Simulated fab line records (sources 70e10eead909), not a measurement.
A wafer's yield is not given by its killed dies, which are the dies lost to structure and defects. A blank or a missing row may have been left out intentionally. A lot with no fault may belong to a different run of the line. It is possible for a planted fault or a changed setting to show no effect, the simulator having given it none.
Struck lot and sound lot, side by side | flow nandHarc | 15 out of 1159 route steps
Sound: wafers L354.3, L354.4, L354.6. Struck: wafer L368.1 (L368.3, L368.6, from the same lot, were not struck and are left out); the cause is given at the end.
At each step with rows: each side's tool, then ch and its chambers, then its first start. Under that, the readings that differ: sound wafers | struck wafers | difference of the means | sigmas: that difference in standard deviations of wafers without a fault.
alike: readings whose means differ by less than 2 such deviations, and words and numbers that are the same on both sides. not compared: withheld readings, readings that some wafer has no value for, bounds like >300 that may hide the same value, and numbers for which the record gives no deviation and whose values overlap.
A row with sigmas, a row that says differs or no value, or rows on one side alone: a step with any of these is where the two part. Numbers that have no deviation but don't overlap get no sigmas and don't part them. A reading missing from all wafers of one side parts the sides only when that side holds two or more wafers.

first, 1 step without rows for these wafers: NHARC_P_CONTACT_DESCUM_17 (chemistry O2, time 3 s).
NHARC_P_CONTACT_ETCH_35: etches the open film in CF4, target depth 39 nm, time 65 s.
  sound on rieDiel-01 ch 1,3, day 8 00:45; struck on rieDiel-11 ch 2, day 9 11:53
  alike: biasW, drypumpMotorCurrentA, oesProductAu, rfVppV, showerheadPlenumPTorr, throttleValvePct
  not compared: rfHoursCounterH
NHARC_P_CONTACT_ETCH_36: etches the open film in N2/H2, target depth 260 nm, time 406.25 s.
  sound on rieDiel-01 ch 0,3; struck on rieDiel-11 ch 3
  alike: biasW, drypumpMotorCurrentA, oesProductAu, rfVppV, showerheadPlenumPTorr, throttleValvePct
  not compared: rfHoursCounterH
then, 2 steps without rows for these wafers: NHARC_P_CONTACT_ETCH_18 (etches the open film in C4F8/O2/Ar, target depth 481 nm, time 240.5 s); NHARC_P_CONTACT_STRIP_37 (strips in C4F8/O2/Ar).
NHARC_P_CONTACT_ETCH_31: etches the open film in CH3F/O2, target depth 30 nm, time 85.7 s.
  sound on rieDiel-01 ch 0,3; struck on rieDiel-11 ch 3
  alike: biasW, drypumpMotorCurrentA, oesProductAu, rfVppV, showerheadPlenumPTorr, throttleValvePct
  not compared: rfHoursCounterH
NHARC_P_CONTACT_CD_MEAS_19:
  sound: cdSem-02 at day 8 01:40; struck: cdSem-02 at day 9 12:48
  alike: cdNm
then, 4 steps without rows for these wafers: NHARC_P_CONTACT_STRIP_28 (strips in O2); NHARC_P_CONTACT_STRIP_29 (strips in post etch residue remover, time 1200 s); NHARC_P_CONTACT_DEGAS_38 (time 60 s); NHARC_P_CONTACT_PRE_CLEAN_39 (time 19.5 s).
NHARC_P_CONTACT_PVD_32: deposits Ti, target thk 5 nm, time 17.7 s.
  sound on pvdSputter-02; struck on pvdSputter-03
  alike: throttleValvePct
NHARC_P_CONTACT_ALD_22: deposits TiN, target thk 3 nm, pulse time 1 s, ald cycles 150.
  sound on aldMetal-04 ch 1,2,3, day 8 02:42; struck on aldMetal-03 ch 0, day 9 13:47
reading          | sound          | struck | difference | sigmas
aldCycles        | 150 150 150    | 106    | -44        | 
heaterPowerW (W) | 1219 1039 1161 | 891    | -249       | -2
  alike: precursorPulseHeightRel, susceptorTempC
NHARC_P_CONTACT_CVD_23: deposits W, target thk 200 nm, time 557 s.
  sound on cvdW-01 ch 0,1; struck on cvdW-01 ch 0
reading            | sound | struck | difference                   | sigmas
susceptorTempC (C) | - - - | 299.86 | no value on the sound wafers | 
  alike: heaterPowerW, throttleValvePct
-- jump in the record: it breaks off in module P_CONTACT and resumes in module END (first step shown: number 1159 of the route), and 18 days separate the struck wafers' starts before and after --
NHARC_END_SORT_01:
  here the record holds rows for the struck wafers (prober-01 ch 0, day 27 02:31) but none for the sound ones

WHERE THEY PART
First at NHARC_P_CONTACT_ALD_22; last, within this record, at NHARC_END_SORT_01.

WHY: whatever the simulator had introduced
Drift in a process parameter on aldMetal-03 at NHARC_P_CONTACT_ALD_22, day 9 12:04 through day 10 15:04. A move of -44 in setting aldCycles, from 150. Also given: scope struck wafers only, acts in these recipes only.
